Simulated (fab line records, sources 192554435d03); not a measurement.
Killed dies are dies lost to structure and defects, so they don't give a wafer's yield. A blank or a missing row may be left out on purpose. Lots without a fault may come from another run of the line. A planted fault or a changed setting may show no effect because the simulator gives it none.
Problem report in the 8D (eight disciplines) form, filled by code | flow n5_finfet | the parts of the form that need people (team, actions taken, sign-off) are left out

1. THE PROBLEM
etch_rf_on_time_s at N5_BEOL_M3_ETCH_77 reads a mean of 3.47 s on 3 wafers of 3 lots; wafers without a fault read 5.22 s with a standard deviation of 0.099. That is -18 standard deviations from the usual mean.
The step: etches underlayer in N2/H2, target depth 6.5 nm, time 5.2 s.
First seen on wafer L948.1, day 8 00:38, on rie_diel-04. The record holds 26 wafers of 9 lots with a number at this step. Rule for "out", or "out of limits": more than 4 standard deviations from the usual mean. The other wafers with a number count as sound.

2. WHAT IT IS AND WHAT IT IS NOT
question                    | is                     | is not
which readings at this step | etch_rf_on_time_s      | drypump_motor_current_A, rf_vpp_V, showerhead_plenum_p_Torr, throttle_valve_pct
which lots                  | L948, L952, L954       | L943, L957, L958, L960, L962, L964
which wafers of those lots  | L948.1, L952.1, L954.1 | L948.2, L952.2, L952.3, L954.4, L954.5
read on which tools         | rie_diel-04            | rie_diel-02, rie_diel-05
when                        | from day 8 00:38       | up to then (4 sound wafers); but 19 sound wafers of L952, L954, L957, L958, L960, L962, L964 came after

3. SUSPECTS, AND WHAT RULES EACH OUT
Counting: a tool at a process step up to the reading stays a suspect if it ran every lot that is out. Sound lots after the first of them don't rule it out here, since some wafers of a struck lot are sound.
- pvd_sputter-02 at N5_BEOL_M3_HM_DEP_02 (deposits TiN, target thk 20 nm): kept. It ran every lot that is out, first L948 (day 7 22:56).
- rie_diel-04 at N5_BEOL_M3_ETCH_77 (etches underlayer in N2/H2, target depth 6.5 nm, time 5.2 s): kept. It ran every lot that is out, first L948 (day 8 00:38); its last sound lot up to then is L943 (day 7 00:38). Its own readings are out on those wafers: etch_rf_on_time_s.
Left after counting: pvd_sputter-02 at N5_BEOL_M3_HM_DEP_02, rie_diel-04 at N5_BEOL_M3_ETCH_77.

4. THE CAUSE (what the simulator had put in)
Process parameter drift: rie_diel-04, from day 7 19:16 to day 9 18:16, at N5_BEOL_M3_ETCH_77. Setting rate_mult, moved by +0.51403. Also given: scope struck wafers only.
Counting left 2 suspects, and this tool is among them.

5. THE CHAIN OF EFFECTS, in route order
Each row: a reading whose mean over the struck wafers that have a number lies more than 3 standard deviations from the usual. Only readings for which the record gives a usual standard deviation are gone through. hours: the time from each lot's start at the first step in this table that gives one to its start at this step, as a median over the lots. sigmas: the change in usual standard deviations.
hours | step               | reading           | usual     | on struck wafers | change | sigmas
0     | N5_BEOL_M3_ETCH_77 | etch_rf_on_time_s | 5.22 s    | 3.47             | -1.75  | -18
0     | N5_BEOL_M3_ETCH_77 | oes_product_au    | 0.64 a.u. | 0.84             | +0.20  | +3.5
The process steps in it:
- N5_BEOL_M3_ETCH_77: etches underlayer in N2/H2, target depth 6.5 nm, time 5.2 s.
Later measuring or inspecting steps at which every struck wafer that the step has a row for has a number for every such reading, and none has moved that far: N5_BEOL_M4_RC_MEAS_101.

6. WHAT WOULD HAVE CAUGHT IT SOONER
In this record the first reading out of limits was taken at day 8 00:38, 5 hours after the fault began at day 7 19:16.
